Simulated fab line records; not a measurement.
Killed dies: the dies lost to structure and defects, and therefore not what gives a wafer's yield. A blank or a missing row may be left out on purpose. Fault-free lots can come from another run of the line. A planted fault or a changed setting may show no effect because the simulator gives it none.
Problem report, 8D (eight disciplines) form, completed by code | flow nandHarc | the parts of the form that need people (team, actions taken, sign-off) are left out

## 1. THE PROBLEM
At NHARC_END_SORT_01, killedAtArray averages 185 over 6 wafers from 2 lots, while fault-free wafers read 29, standard deviation 12. That puts it +13 standard deviations away from the usual mean.
First seen on wafer L910.2, day 21 10:22, on prober-02. At this step, 6 wafers from 2 lots have a number in the record. Rule for "out", or "out of limits": more than 4 standard deviations from the usual mean. The other wafers with a number count as sound.

## 2. WHAT IT IS, AND WHAT IT ISN'T
question                    | is                        | is not
which readings at this step | killedAtArray, killedDies | killedAtOther, killedAtPeriphery, killedOpen, killedShort
which lots                  | L910, L912                | -
which wafers of those lots  | all that have a number    | -
read on which gauges        | prober-02                 | -
when                        | from day 21 10:22         | up to then (0 sound wafers)

## 3. WHAT RULES OUT EACH SUSPECT
Counting: any tool at a process step up to the reading is kept as a suspect provided that every lot that is out went through it and no sound lot did after the first of them.
- the gauge at NHARC_END_SORT_01: kept. All the wafers that are out were read on prober-02, and no step on other tools shows them out.
- aclDep-02 at NHARC_A_CHANNEL_HOLE_D1_DEP_00 (deposits aC, target thk 3100 nm): kept. It ran every lot that is out, first L910 (day 10 17:46), and no sound lot after that.
Left after counting: aclDep-02 at NHARC_A_CHANNEL_HOLE_D1_DEP_00, prober-02 at NHARC_END_SORT_01.

## 4. THE CAUSE (what the simulator had put in)
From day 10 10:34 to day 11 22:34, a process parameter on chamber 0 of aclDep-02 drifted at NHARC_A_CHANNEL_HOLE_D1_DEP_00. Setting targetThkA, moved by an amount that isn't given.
Counting leaves 2 suspects; this tool is one of them.

## 5. THE CHAIN OF EFFECTS, in route order
One row per reading whose mean, taken over the struck wafers that have a number, lies over 3 standard deviations from the usual. Only readings whose record carries a usual standard deviation are examined. hours: median over the lots of the time between each lot's start at the first step of this table that gives one and its start at this step. sigmas: the change, counted in usual standard deviations.
hours | step              | reading       | usual | on struck wafers | change | sigmas
0     | NHARC_END_SORT_01 | killedAtArray | 29    | 185              | +156   | +13
0     | NHARC_END_SORT_01 | killedDies    | 34    | 188              | +154   | +13

## 6. WHAT WOULD HAVE CAUGHT IT SOONER
Counted from the fault's start at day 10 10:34, it took 264 hours until the first out-of-limits reading at a measuring or inspecting step in this record, taken at day 21 10:22.
No tool reading at NHARC_A_CHANNEL_HOLE_D1_DEP_00 that has a usual standard deviation in the record was out on any struck wafer, so an alarm limit of 4 standard deviations on those readings would not have fired.
Lots out: 2; all had begun NHARC_A_CHANNEL_HOLE_D1_DEP_00 on aclDep-02 by day 21 10:22. Holding the tool at that point would not have protected any of them.
